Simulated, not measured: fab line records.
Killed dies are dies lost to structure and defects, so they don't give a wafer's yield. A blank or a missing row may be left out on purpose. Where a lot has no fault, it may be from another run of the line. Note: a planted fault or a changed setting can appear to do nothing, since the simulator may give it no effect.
fab line records | flow n5-finfet | part 1 of 2: steps 1 to 23 of 29
[record] lots = 5 wafers = 15 last-day = 19
route steps=1938 shown GATE_CUT@465
lots that met no fault: taken from a fault-free run of the same line
start-h: hours from the record's first day to the start of the lot's first wafer shown | wait-h: hours from the lot's prior step to this one | " unchanged from the row above | L1.1+2: several wafers, shown together as one row | - either no value or no given start | * or withheld: withheld | < > ~ a bound
route shown NAME@n: a module of which the file shows steps, and the number in the route of the first | usual: mean and standard deviation over wafers with no fault | same: alike in all rows | chamber/n: place in a boat | sites: the reading at each site | _std_site: their standard deviation | _edge_site: the outer-site mean with the inner-site mean subtracted | radius-mm: for every site, how far away it sits from the centre of the wafer | mask NAME#n: copy n | behind: tool/chamber where the wafer was last shaped | hold: what put the lot on hold/how long, in hours/how the hold closed | device: names the non-switching transistor (n, p or np) | end of line: at the end of the route, the tests of the same wafers | step lacking rows: just its recipe | killed: at the first sort, the dies lost to defects and structure; wafer yield is something else | map: a wafer's dies, marking killed ones x, the rest . and places with no die _
set.NAME: the setting the step ran with; set.NAME@STEP: the setting that earlier step ran with | model.NAME: the simulator's own value behind a step, which no gauge read
lots at selected steps of the route; one table per step, one row per wafer
services: from which hour (start-h, from the record's first day; less than 0 if before it) a tool's chamber was out of use, for how many hours, and why
[[steps]]
[step N5_GATE_CUT_ETCHBACK_00]
[recipe] chemistry = SF6/Cl2 target = W pressure-mtorr = 8 icp-w = 900 bias-w = 80 SF6_flow_sccm = 40 Cl2_flow_sccm = 60
[usual] drypump-motor-current-A = 5.9/0.37 oes-product-au = 0.79/0.096 throttle-valve-pct = 27.50/0.27
// columns lot.wafer tool chamber start-h wait-h drypump-motor-current-A oes-product-au rf-hours-counter-h throttle-valve-pct
L081.3 rie-metal-03 1 123.15 0.1 6.0 0.64 - 27.46
L081.4 " 0 " " 6.2 0.87 - 27.48
L081.5 " 0 " " 6.2 0.86 - 27.50
L087.3 rie-metal-03 0 158.32 0.1 6.3 0.85 - 27.48
L087.4 " 1 " " 6.0 0.62 - 27.47
L087.6 " 0 " " 6.3 0.85 - 27.50
L088.1 rie-metal-03 1 168.57 0.0 6.0 0.62 112 27.47
L088.4 " 1 " " 6.0 0.63 - 27.48
L088.5 " 0 " " 6.3 0.84 - 27.51
L089.1 rie-metal-02 1 176.56 0.0 5.0 0.86 12 27.10
L089.4 " 1 " " 5.0 0.86 - 27.09
L089.6 " 1 " " 5.0 0.87 - 27.10
L095.1 rie-metal-01 0 208.57 0.1 5.9 0.77 43 27.38
L095.3 " 1 " " 6.1 0.76 - 28.13
L095.4 " 0 " " 5.9 0.77 - 27.38
[step N5_GATE_CUT_ETCH_56]
[recipe] chemistry = Cl2/Ar target = TiN target-depth-a = 216 pressure-mtorr = 10 icp-w = 600 bias-w = 60 Cl2_flow_sccm = 40 Ar_flow_sccm = 60
[usual] drypump-motor-current-A = 5.9/0.37 mfc-ar-sccm = 59.98/0.2 oes-product-au = 0.79/0.097 throttle-valve-pct = 20.83/0.24
// columns lot.wafer tool chamber start-h wait-h drypump-motor-current-A mfc-ar-sccm oes-product-au rf-hours-counter-h throttle-valve-pct
L081.3 rie-metal-03 1 123.26 0.1 6.0 59.80 0.64 - 20.93
L081.4 " 0 " " 6.2 59.78 0.88 - 20.78
L081.5 " 0 " " 6.3 59.89 0.88 - 20.78
L087.3 rie-metal-03 0 158.43 0.1 6.3 60.23 0.87 - 20.79
L087.4 " 1 " " 6.0 59.89 0.64 - 20.95
L087.6 " 0 " " 6.2 60.06 0.86 - 20.78
L088.1 rie-metal-03 1 168.69 0.1 6.0 59.96 0.62 112 20.96
L088.4 " 1 " " 6.0 59.69 0.63 - 20.96
L088.5 " 0 " " 6.3 60.31 0.85 - 20.80
L089.1 rie-metal-02 1 176.68 0.1 5.0 60.30 0.86 12 20.32
L089.4 " 1 " " 5.0 59.90 0.86 - 20.32
L089.6 " 1 " " 5.1 60.34 0.86 - 20.31
L095.1 rie-metal-01 0 208.69 0.1 5.9 60.10 0.76 43 20.75
L095.3 " 1 " " 6.1 59.91 0.77 - 21.23
L095.4 " 0 " " 5.9 59.91 0.76 - 20.75
[step N5_GATE_CUT_ETCHBACK_30]
[recipe] chemistry = Cl2/Ar target = TiN target-depth-a = 30 mode = isotropic pressure-mtorr = 10 icp-w = 600 bias-w = 60 Cl2_flow_sccm = 40 Ar_flow_sccm = 60
[usual] drypump-motor-current-A = 5.9/0.37 mfc-ar-sccm = 60.00/0.19 oes-product-au = 0.79/0.097 throttle-valve-pct = 20.83/0.24
// columns lot.wafer tool chamber start-h wait-h drypump-motor-current-A mfc-ar-sccm oes-product-au rf-hours-counter-h throttle-valve-pct
L081.3 rie-metal-03 1 123.33 0.0 6.0 59.77 0.64 - 20.93
L081.4 " 0 " " 6.3 59.92 0.87 - 20.79
L081.5 " 0 " " 6.3 59.86 0.88 - 20.77
L087.3 rie-metal-03 0 158.50 0.0 6.3 59.78 0.85 - 20.81
L087.4 " 1 " " 6.0 59.79 0.63 - 20.96
L087.6 " 0 " " 6.3 59.86 0.85 - 20.79
L088.1 rie-metal-03 1 168.78 0.1 6.0 60.02 0.63 112 20.95
L088.4 " 1 " " 6.0 59.85 0.63 - 20.94
L088.5 " 0 " " 6.3 60.16 0.85 - 20.80
L089.1 rie-metal-02 1 176.77 0.1 5.0 59.88 0.86 12 20.33
L089.4 " 1 " " 5.0 59.89 0.86 - 20.34
L089.6 " 1 " " 5.0 59.93 0.86 - 20.33
L095.1 rie-metal-01 0 208.78 0.1 5.9 59.96 0.76 43 20.76
L095.3 " 1 " " 6.0 60.12 0.76 - 21.24
L095.4 " 0 " " 5.9 59.87 0.76 - 20.77
[step N5_GATE_CUT_VAPOR_ETCH_60]
[recipe] chemistry = BCl3/Cl2 target = HfO2 mode = isotropic
[usual] drypump-motor-current-A = 5.9/0.37 oes-product-au = 0.78/0.093
// columns lot.wafer tool chamber start-h wait-h drypump-motor-current-A oes-product-au
L081.3 rie-metal-03 1 123.36 0.0 6.0 0.64
L081.4 " 0 " " 6.2 0.87
L081.5 " 0 " " 6.3 0.85
L087.3 rie-metal-03 0 158.53 0.0 6.3 0.85
L087.4 " 1 " " 6.0 0.63
L087.6 " 0 " " 6.3 0.84
L088.1 rie-metal-03 1 168.81 0.0 6.0 0.63
L088.4 " 1 " " 6.0 0.63
L088.5 " 0 " " 6.3 0.84
L089.1 rie-metal-02 1 176.80 0.0 5.0 0.86
L089.4 " 1 " " 5.0 0.86
L089.6 " 1 " " 5.0 0.87
L095.1 rie-metal-01 0 208.81 0.0 5.8 0.77
L095.3 " 1 " " 6.0 0.75
L095.4 " 0 " " 5.9 0.77
[step N5_GATE_CUT_ETCH_58]
[recipe] chemistry = CH3F/O2 target = SiNx target-depth-a = 170 time-s = 128.6 ion-energy-ev = 50 pressure-mtorr = 30 source-w = 415 bias-w = 21 Ar_flow_sccm = 150 CH3F_flow_sccm = 30 O2_flow_sccm = 20
[usual] CH3F_flow_sccm = 29.99/0.091 drypump-motor-current-A = 5.6/0.34 mfc-ar-sccm = 150.0/0.45 oes-product-au = 0.76/0.083 rf-vpp-V = 98.8/0.95 showerhead-plenum-p-Torr = 1.97/0.058 throttle-valve-pct = 16.31/0.21
// columns lot.wafer tool chamber start-h wait-h CH3F_flow_sccm drypump-motor-current-A mfc-ar-sccm oes-product-au rf-hours-counter-h rf-vpp-V showerhead-plenum-p-Torr throttle-valve-pct
L081.3 rie-diel-02 3 123.40 0.0 30.10 5.7 150.6 0.73 197 98.5 1.97 16.50
L081.4 " 0 " " 30.01 5.5 150.5 0.70 232 99.7 2.05 16.51
L081.5 " 0 " " 30.07 5.5 150.7 0.70 - 99.7 2.05 16.51
L087.3 rie-diel-04 1 158.65 0.1 29.92 6.2 150.0 0.70 221 97.2 1.91 16.56
L087.4 " 2 " " 30.05 5.3 149.4 0.74 - 99.0 2.10 16.45
L087.6 " 0 " " 29.89 5.8 149.3 0.98 - 99.0 1.97 16.01
L088.1 rie-diel-04 2 168.93 0.1 29.98 5.2 149.4 0.74 158 98.9 2.10 16.47
L088.4 " 0 " " 29.98 5.8 150.4 0.95 - 98.9 1.97 16.01
L088.5 " 2 " " 29.96 5.2 150.1 0.74 - 98.4 2.10 16.46
L089.1 rie-diel-04 1 176.85 0.0 30.01 6.3 149.9 0.69 227 98.4 1.91 16.56
L089.4 " 0 " " 29.90 5.7 150.3 0.95 14 98.5 1.97 16.03
L089.6 " 1 " " 30.15 6.2 150.4 0.70 - 96.5 1.91 16.54
L095.1 rie-diel-02 0 208.86 0.0 29.95 5.4 149.5 0.95 9 97.8 2.04 16.10
L095.3 " 2 " " 30.01 5.5 149.8 0.71 242 97.7 1.97 16.33
L095.4 " 3 " " 29.96 5.7 149.2 0.71 230 97.5 1.96 16.56
[step N5_GATE_CUT_STRIP_59]
[recipe] chemistry = N2/H2 time-s = 20 power-w = 100 temp-c = 40 pressure-mtorr = 100 rf-frequency-hz = 6e+07 bias-power-w = 3 n2-flow-sccm = 300 h2-flow-sccm = 300
[usual] drypump-motor-current-A = 5.6/0.34 oes-product-au = 0.76/0.084 rf-vpp-V = 45.2/0.83 showerhead-plenum-p-Torr = 3.33/0.096 throttle-valve-pct = 12.25/0.26
// columns lot.wafer tool chamber start-h wait-h drypump-motor-current-A oes-product-au rf-hours-counter-h rf-vpp-V showerhead-plenum-p-Torr throttle-valve-pct
L081.3 rie-diel-02 3 123.50 0.1 5.8 0.74 198 46.0 3.35 12.54
L081.4 " 0 " " 5.4 0.72 232 45.7 3.45 12.52
L081.5 " 0 " " 5.4 0.71 - 45.6 3.45 12.51
L087.3 rie-diel-04 1 158.75 0.1 6.3 0.70 221 44.8 3.21 12.54
L087.4 " 2 " " 5.2 0.74 - 45.0 3.53 12.44
L087.6 " 0 " " 5.8 0.97 - 46.5 3.33 11.80
L088.1 rie-diel-04 2 169.03 0.1 5.2 0.72 158 44.9 3.53 12.45
L088.4 " 0 " " 5.8 0.95 - 44.6 3.33 11.80
L088.5 " 2 " " 5.2 0.73 - 44.6 3.53 12.45
L089.1 rie-diel-04 1 176.95 0.1 6.2 0.69 227 44.4 3.21 12.56
L089.4 " 0 " " 5.8 0.94 14 44.8 3.33 11.81
L089.6 " 1 " " 6.3 0.69 - 44.7 3.21 12.57
L095.1 rie-diel-02 0 208.96 0.1 5.4 0.97 9 44.4 3.43 11.94
L095.3 " 2 " " 5.5 0.70 242 45.8 3.33 12.30
L095.4 " 3 " " 5.7 0.72 230 44.8 3.33 12.63
[step N5_GATE_CUT_PRECLEAN_31]
[recipe] temp-c = 23 chemistry = DIW time-s = 300
// columns lot.wafer tool chamber start-h wait-h
L081.3+4+5 wet-bench-06 2,7,6 123.58 0.1
L087.3+4+6 wet-bench-06 2,1,0 158.83 0.1
L088.1+4+5 wet-bench-04 1,5,6 169.11 0.1
L089.1+4+6 wet-bench-02 3,6,1 177.03 0.1
L095.1+3+4 wet-bench-02 0,7,3 209.05 0.1
[step N5_GATE_CUT_SRD_32]
[recipe] time-s = 30 temp-c = 23 rinse-liquid = diw dry = ipa-marangoni
// columns lot.wafer tool chamber start-h wait-h
L081.3+4+5 wet-bench-06 2,7,6 123.67 0.0
L087.3+4+6 wet-bench-06 2,1,0 158.92 0.0
L088.1+4+5 wet-bench-04 1,5,6 169.20 0.0
L089.1+4+6 wet-bench-02 3,6,1 177.12 0.0
L095.1+3+4 wet-bench-02 0,7,3 209.13 0.0
[step N5_GATE_CUT_SAC_CAP_01]
[recipe] material = SiNx target-thk-a = 240 temp-c = 400 ald-precursor-family = SiH2I2 ald-co-reactant = N2/H2-plasma pulse-time-s = 1 ald-cycles = 480 purge-time-s = 2 co-reactant-purge-time-s = 2 pressure-torr = 2
[usual] heater-power-w = 841/76 precursor-pulse-height-rel = 0.999/0.02
[same] purge-time-s = 2
// columns lot.wafer tool chamber start-h wait-h heater-power-w precursor-pulse-height-rel
L081.3 ald-sin-01 3 123.71 0.0 755 0.985
L081.4 " 0 " " 753 1.006
L081.5 " 1 124.80 1.1 944 1.016
L087.3 ald-sin-03 0 158.97 0.0 925 0.969
L087.4 " 3 " " 878 0.991
L087.6 " 3 160.05 1.1 886 0.978
L088.1 ald-sin-03 2 169.25 0.0 839 1.009
L088.4 " 0 " " 938 1.021
L088.5 " 1 170.33 1.1 785 0.998
L089.1 ald-sin-04 3 177.16 0.0 921 0.998
L089.4 " 2 " " 859 0.999
L089.6 " 2 178.25 1.1 905 0.985
L095.1 ald-sin-04 3 209.18 0.0 934 0.992
L095.3 " 1 " " 722 1.003
L095.4 " 2 " " 907 1.018
[step N5_GATE_CUT_PECVD_57]
[recipe] material = SiNx target-thk-a = 210 temp-c = 400 precursor = SiH4/NH3/N2 pressure-torr = 1.5 rf-w = 300
[usual] heater-power-w = 788/84 showerhead-plenum-p-Torr = 5.14/0.049 throttle-valve-pct = 39.3/1.9
// columns lot.wafer tool chamber start-h wait-h heater-power-w showerhead-plenum-p-Torr throttle-valve-pct
L081.3 pecvd-04 2 125.91 1.1 735 5.26 39.6
L081.4 " 1 " " 918 5.22 44.7
L081.5 " 2 " " 738 5.26 39.9
L087.3 pecvd-03 2 161.16 1.1 673 5.18 40.0
L087.4 " 0 " " 788 5.09 40.0
L087.6 " 1 " " 826 5.18 40.0
L088.1 pecvd-03 0 171.44 1.1 806 5.09 40.1
L088.4 " 1 " " 799 5.18 40.1
L088.5 " 2 " " 710 5.18 39.8
L089.1 pecvd-01 2 179.36 1.1 763 5.11 38.6
L089.4 " 2 " " 750 5.10 38.9
L089.6 " 1 " " 892 5.15 36.0
L095.1 pecvd-01 2 211.37 1.1 679 5.12 38.9
L095.3 " 0 " " 733 5.10 39.8
L095.4 " 0 " " 750 5.10 39.5
[step N5_GATE_CUT_CMP_02]
[recipe] stop-on = SiO2 t-overpolish-s = 12.7 post-cmp-clean = alkaline-brush down-force-psi = 2.5 platen-rpm = 51.8 pad-velocity-m-s = 1.0307 target-thk-nm = 0
[usual] motor-current-A = 9.0/0.56 overpolish-run-s = 12.701/0.0092 time-to-endpoint-s = 26.4/2.8
[same] t-overpolish-s = 12.7
// columns lot.wafer tool chamber start-h wait-h motor-current-A overpolish-run-s time-to-endpoint-s
L081.3 cmp-04 2 126.06 0.1 8.6 12.693 26.3
L081.4 " 3 " " 10.0 12.702 24.5
L081.5 " 0 " " 8.2 12.716 23.6
L087.4 cmp-03 2 161.27 0.1 9.0 12.697 27.6
L087.3 " 3 " " 9.3 12.710 27.7
L087.6 " 2 " " 9.1 12.708 25.8
L088.1 cmp-04 1 171.55 0.1 9.2 12.694 31.2
L088.4 " 2 " " 8.8 12.690 27.2
L088.5 " 1 " " 9.8 12.696 29.8
L089.4 cmp-04 2 179.43 0.0 8.8 12.696 30.3
L089.1 " 3 " " 9.5 12.696 23.2
L089.6 " 2 " " 8.4 12.702 27.5
L095.4 cmp-04 2 211.48 0.1 8.4 12.707 32.8
L095.1 " 3 " " 9.8 12.699 29.2
L095.3 " 0 " " 8.4 12.713 26.1
[step N5_GATE_CUT_HM_DEP_46]
[recipe] material = SiO2 target-thk-a = 1300 temp-c = 400 precursor = TEOS/O2 pressure-torr = 6.5 rf-w = 900 teos-flow-sccm = 161.4 gas = O2 flow-sccm = 2650 time-s = 26.6
[usual] heater-power-w = 607/95 showerhead-plenum-p-Torr = 8.35/0.038 throttle-valve-pct = 18.7/1.1
// columns lot.wafer tool chamber start-h wait-h heater-power-w showerhead-plenum-p-Torr throttle-valve-pct
L081.3 pecvd-04 1 126.31 0.0 777 8.37 20.7
L081.4 " 1 " " 770 8.38 21.0
L081.5 " 2 " " 569 8.41 18.7
L087.3 pecvd-01 1 161.57 0.0 687 8.35 16.8
L087.4 " 0 " " 529 8.32 18.5
L087.6 " 2 " " 507 8.33 18.4
L088.1 pecvd-04 0 171.84 0.0 653 8.28 18.6
L088.4 " 2 " " 513 8.40 18.4
L088.5 " 0 " " 656 8.29 18.8
L089.1 pecvd-03 1 179.76 0.0 524 8.33 18.7
L089.4 " 0 " " 628 8.32 18.7
L089.6 " 1 " " 538 8.38 18.7
L095.1 pecvd-04 2 211.78 0.0 603 8.41 18.8
L095.3 " 0 " " 735 8.30 19.0
L095.4 " 0 " " 739 8.28 18.9
[step N5_GATE_CUT_COAT_34]
[recipe] resist = SOC temp-c = 250 time-s = 60 spin-rpm = 1500 resist-thk-nm = 60
// columns lot.wafer tool chamber start-h wait-h
L081.3+4+5 litho-track-01 0 126.38 0.0
L087.3+4+6 litho-track-05 0 161.63 0.0
L088.1+4+5 litho-track-01 0 171.93 0.1
L089.1+4+6 litho-track-05 0 179.83 0.0
L095.1+3+4 litho-track-01 0 211.85 0.0
[step N5_GATE_CUT_COAT_35]
[recipe] resist = SiARC temp-c = 220 time-s = 60 spin-rpm = 1500 resist-thk-nm = 10
// columns lot.wafer tool chamber start-h wait-h
L081.3+4+5 litho-track-01 0 - -
L087.3+4+6 litho-track-05 0 - -
L088.1+4+5 litho-track-01 0 - -
L089.1+4+6 litho-track-05 0 - -
L095.1+3+4 litho-track-01 0 - -
[step N5_GATE_CUT_COAT_27]
[recipe] resist = underlayer temp-c = 205 time-s = 60 spin-rpm = 1500 resist-thk-nm = 10
// columns lot.wafer tool chamber start-h wait-h
L081.3+4+5 litho-track-01 0 - -
L087.3+4+6 litho-track-05 0 - -
L088.1+4+5 litho-track-01 0 - -
L089.1+4+6 litho-track-05 0 - -
L095.1+3+4 litho-track-01 0 - -
[step N5_GATE_CUT_COAT_07]
[recipe] resist = CAR-EUV spin-rpm = 1500 resist-thk-nm = 30
// columns lot.wafer tool chamber start-h wait-h
L081.3+4+5 litho-track-01 0 - -
L087.3+4+6 litho-track-05 0 - -
L088.1+4+5 litho-track-01 0 - -
L089.1+4+6 litho-track-05 0 - -
L095.1+3+4 litho-track-01 0 - -
[step N5_GATE_CUT_EBR_09]
[recipe] solvent = PGMEA ebr-width-mm = 1.5
// columns lot.wafer tool chamber start-h wait-h
L081.3+4+5 litho-track-01 0 - -
L087.3+4+6 litho-track-05 0 - -
L088.1+4+5 litho-track-01 0 - -
L089.1+4+6 litho-track-05 0 - -
L095.1+3+4 litho-track-01 0 - -
[step N5_GATE_CUT_SOFTBAKE_08]
[recipe] temp-c = 110 time-s = 60 resist = CAR-EUV
// columns lot.wafer tool chamber start-h wait-h
L081.3+4+5 litho-track-01 0 - -
L087.3+4+6 litho-track-05 0 - -
L088.1+4+5 litho-track-01 0 - -
L089.1+4+6 litho-track-05 0 - -
L095.1+3+4 litho-track-01 0 - -
[step N5_GATE_CUT_EXPOSE_10]
[recipe] mask-id = GATE_CUT na = 0.33 source-shape = annular sigma-inner = 0.35 sigma-outer = 0.8 polarization = unpolarized target-cd-nm = 20 dose-mj = 43.25
[usual] stage-msd-nm = 0.87/0.074
// columns lot.wafer tool chamber start-h wait-h mask stage-msd-nm
L081.3 euv-scanner-01 0 126.66 - GATE_CUT#0 0.94
L081.4 " 0 " " GATE_CUT#0 0.94
L081.5 " 0 " " GATE_CUT#0 0.94
L087.3 euv-scanner-02 0 161.91 - GATE_CUT#0 0.79
L087.4 " 0 " " GATE_CUT#0 0.79
L087.6 " 0 " " GATE_CUT#0 0.79
L088.1 euv-scanner-01 0 172.19 - GATE_CUT#0 0.94
L088.4 " 0 " " GATE_CUT#0 0.94
L088.5 " 0 " " GATE_CUT#0 0.94
L089.1 euv-scanner-02 0 180.09 - GATE_CUT#0 0.79
L089.4 " 0 " " GATE_CUT#0 0.79
L089.6 " 0 " " GATE_CUT#0 0.79
L095.1 euv-scanner-01 0 212.11 - GATE_CUT#0 0.93
L095.3 " 0 " " GATE_CUT#0 0.93
L095.4 " 0 " " GATE_CUT#0 0.93
[step N5_GATE_CUT_PEB_11]
[recipe] peb-temp-c = 100 peb-time-s = 60 resist = CAR-EUV
// columns lot.wafer tool chamber start-h wait-h
L081.3+4+5 litho-track-01 0 126.71 0.0
L087.3+4+6 litho-track-05 0 161.96 0.0
L088.1+4+5 litho-track-02 0 172.26 0.1
L089.1+4+6 litho-track-02 0 180.16 0.1
L095.1+3+4 litho-track-01 0 212.17 0.1
[step N5_GATE_CUT_DEVELOP_12]
[recipe] develop-time-s = 30 developer = TMAH resist = CAR-EUV rinse-liquid = surfactant-rinse dry = air-spin dev-temp-c = 23
// columns lot.wafer tool chamber start-h wait-h
L081.3+4+5 litho-track-01 0 - -
L087.3+4+6 litho-track-05 0 - -
L088.1+4+5 litho-track-02 0 - -
L089.1+4+6 litho-track-02 0 - -
L095.1+3+4 litho-track-01 0 - -
[step N5_GATE_CUT_CD_MEAS_13]
[recipe] target-cd-nm = 20 landing-energy-ev = 500 detector = se-inlens
[usual] cd-nm = 19.97/0.25
// columns lot.wafer tool chamber start-h wait-h cd-nm
L081.3 cd-sem-03 0 126.78 - 19.67
L081.4 " 0 " " 19.79
L081.5 " 0 " " 20.10
L087.3 cd-sem-03 0 162.03 - 19.70
L087.4 " 0 " " 19.83
L087.6 " 0 " " 19.94
L088.1 cd-sem-02 0 172.32 - 19.30
L088.4 " 0 " " 19.75
L088.5 " 0 " " 19.76
L089.1 cd-sem-03 0 180.22 - 19.65
L089.4 " 0 " " 20.10
L089.6 " 0 " " 19.87
L095.1 cd-sem-01 0 212.24 - 19.91
L095.3 " 0 " " 19.66
L095.4 " 0 " " 20.20
[step N5_GATE_CUT_OVL_MEAS_14]
[recipe] points-per-wafer = 522
[usual] GATE_CUT_OVL = -0.4/0.76
// columns lot.wafer tool chamber start-h wait-h GATE_CUT_OVL[nm]
L081.3 overlay-02 0 126.82 0.0 -0.8
L081.4 " 0 " " -0.2
L081.5 " 0 " " -0.1
L087.3 overlay-02 0 162.07 0.0 -0.2
L087.4 " 0 " " 0.6
L087.6 " 0 " " -0.2
L088.1 overlay-01 0 172.36 0.0 1.8
L088.4 " 0 " " 1.0
L088.5 " 0 " " 0.5
L089.1 overlay-01 0 180.25 0.0 -0.2
L089.4 " 0 " " -0.8
L089.6 " 0 " " -1.7
L095.1 overlay-02 0 212.27 0.0 -1.0
L095.3 " 0 " " -0.8
L095.4 " 0 " " -1.2
